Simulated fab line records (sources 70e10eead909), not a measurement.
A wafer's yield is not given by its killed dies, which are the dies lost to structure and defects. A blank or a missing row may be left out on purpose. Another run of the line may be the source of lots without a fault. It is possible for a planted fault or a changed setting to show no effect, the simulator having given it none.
3 desks looking at one fault :: flow nandHarc :: every desk sees just its own numbers, and what lay behind them comes last

== DESK OF THE TOOL OWNER: pecvdOnon-01 ==
The tool's own readings at NHARC_A_ONON_D2_DEP_22 (target thk 1000 nm): means of the sampled wafers that have a number, for each lot that ran on this tool. The brackets show how far a lot's mean lies from the usual mean; more than 4 standard deviations puts the lot out of limits, marked OUT.
Columns: A = sih4FlowSccm at NHARC_A_ONON_D2_DEP_22, usual 209.9 sccm
lot: L187
first seen here: day 13 15:39
A: 210.8

lot: L194
first seen here: day 17 01:20
A: 210.8

lot: L196
first seen here: day 17 09:01
A: 209.9

lot: L199
first seen here: day 18 19:39
A: 211.1

lot: L200
first seen here: day 19 07:23
A: 210.5

lot: L204
first seen here: day 20 10:58
A: 209.8
This desk found nothing out of limits on any of the 6 lots.

== FROM THE METROLOGY DESK ==
Lot by lot, what the gauges showed, no matter which tool ran the lot: averages of those sampled wafers that carry a number. The brackets show how far a lot's mean lies from the usual mean; more than 4 standard deviations puts the lot out of limits, marked OUT.
Columns: A = thkNm at NHARC_A_ONON_D2_THK_MEAS_05, usual 1002 nm; B = thkNm at NHARC_A_ONON_D2_THK_MEAS_24, usual 1003 nm
lot: L185
first seen here: day 11 21:13
A: 984
B: 1015

lot: L186
first seen here: day 12 15:44
A: 995
B: 1014

lot: L187
first seen here: day 13 05:40
A: 1022
B: 998

lot: L188
first seen here: day 13 10:51
A: 1009
B: 1003

lot: L189
first seen here: day 13 23:17
A: 996
B: 999

lot: L191
first seen here: day 15 03:36
A: 1009
B: 987

lot: L193
first seen here: day 15 13:12
A: 1012
B: 999

lot: L194
first seen here: day 16 11:44
A: 1001
B: 1000

lot: L195
first seen here: day 16 22:03
A: 1016
B: 1010

lot: L196
first seen here: day 16 22:10
A: 989
B: 995

lot: L199
first seen here: day 18 10:01
A: 1010
B: 994

lot: L200
first seen here: day 18 21:28
A: 993
B: 938 (-6.9) OUT

lot: L204
first seen here: day 20 01:08
A: 1001
B: 955 (-5.1) OUT

lot: L208
first seen here: day 21 19:30
A: 997
B: 1006
This desk's verdict: out of limits on L200, L204, starting with L200 at day 19 07:54 (thkNm at NHARC_A_ONON_D2_THK_MEAS_24). Within limits: L185, L186, L187, L188, L189, L191, L193, L194, L195, L196, L199, L208.

== THE DEFECT DESK ==
Per lot, the means of the sampled wafers with a number show what the inspections along the route counted. The brackets show how far a lot's mean lies from the usual mean; more than 4 standard deviations puts the lot out of limits, marked OUT.
Columns: A = rawDefectCount at NHARC_A_DECK1_JOINT_INSPECT_05, usual 344
lot: L185
first seen here: day 11 20:04
A: 296

lot: L186
first seen here: day 12 14:35
A: 303

lot: L187
first seen here: day 13 04:31
A: 252

lot: L188
first seen here: day 13 09:42
A: 373

lot: L189
first seen here: day 13 22:09
A: 507

lot: L191
first seen here: day 15 02:28
A: 274

lot: L193
first seen here: day 15 12:03
A: 313

lot: L194
first seen here: day 16 10:36
A: 253

lot: L195
first seen here: day 16 20:54
A: 283

lot: L196
first seen here: day 16 21:00
A: 259

lot: L199
first seen here: day 18 08:31
A: 454

lot: L200
first seen here: day 18 20:04
A: 284

lot: L204
first seen here: day 20 00:00
A: 554

lot: L208
first seen here: day 21 18:21
A: 275
This desk found nothing out of limits on any of the 14 lots.

== TAKEN TOGETHER ==
The metrology desk could have raised an alarm at day 19 07:54, on L200, L204.
The desk of the tool owner found nothing out of limits.
No out-of-limits result turned up at the defect desk.
Tool owner's desk: L200, L204 on record, inside its limits.
The defect desk has L200, L204 on record, within its limits.
On pecvdOnon-01, each named lot ran NHARC_A_ONON_D2_DEP_22.

== WHAT HAD BEEN PUT IN BY THE SIMULATOR ==
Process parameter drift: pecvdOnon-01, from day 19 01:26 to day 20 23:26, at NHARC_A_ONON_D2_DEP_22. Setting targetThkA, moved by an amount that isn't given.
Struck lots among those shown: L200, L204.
Time in hours between the start of the fault and the first out-of-limits reading at each desk: metrology desk, 6.
